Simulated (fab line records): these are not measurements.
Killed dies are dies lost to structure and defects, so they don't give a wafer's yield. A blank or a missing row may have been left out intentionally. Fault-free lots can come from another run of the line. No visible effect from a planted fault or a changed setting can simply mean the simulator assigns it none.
Chamber matching | flow nandHarc | NHARC_A_STAIRCASE_TRIM_229 on rieDiel-03 has 4 sister chambers
The step chemistry O2, time 211.2 s. 8 wafers are shown with their chamber, then 7 later ones without.

## WAFERS, EACH WITH ITS CHAMBER
wafer  | chamber | showerheadPlenumPTorr (Torr) | throttleValvePct (%)
L078.6 | 0       | 3.34                         | 17.032
L079.5 | 1       | 3.37                         | 17.037
L079.6 | 2       | 3.67                         | 17.034
L083.1 | 1       | 3.37                         | 17.051
L083.2 | 3       | 3.66                         | 17.041
L083.4 | 0       | 3.33                         | 17.025
L087.2 | 3       | 3.65                         | 17.052
L087.5 | 2       | 3.66                         | 17.036

## WAFERS WITHOUT THEIR CHAMBER
wafer  | showerheadPlenumPTorr (Torr) | throttleValvePct (%)
L087.6 | 3.65                         | 17.035
L092.1 | 3.65                         | 17.035
L092.4 | 3.64                         | 17.041
L092.6 | 3.32                         | 17.028
L094.1 | 3.35                         | 17.045
L094.3 | 3.65                         | 17.025
L094.6 | 3.35                         | 17.037

## EACH ONE'S CHAMBER
wafer  | from the rows above     | in truth
L087.6 | can't be placed: 3 or 2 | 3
L092.1 | can't be placed: 3 or 2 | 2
L092.4 | can't be placed: 3 or 2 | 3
L092.6 | 0                       | 0
L094.1 | can't be placed: 1 or 0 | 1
L094.3 | can't be placed: 2 or 3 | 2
L094.6 | can't be placed: 0 or 1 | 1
Correctly placed: 1 of 7. These rows do not allow placing 6 (true chamber among the candidates in 6). Wrongly placed: 0.
How it was worked out, from the rows above alone: a wafer's distance from a chamber is the root of the sum, over the readings, of the square of ((its reading less the chamber's mean) divided by the reading's scatter). The wafer belongs to the nearest chamber; if the next one is less than 2 further off, it can't be placed. The mean given for a chamber averages the wafers shown for that chamber. How the scatter is found: for the shown wafers, subtract from each reading the mean of its chamber, square and add these, divide the total by (wafers less chambers), then take the root.
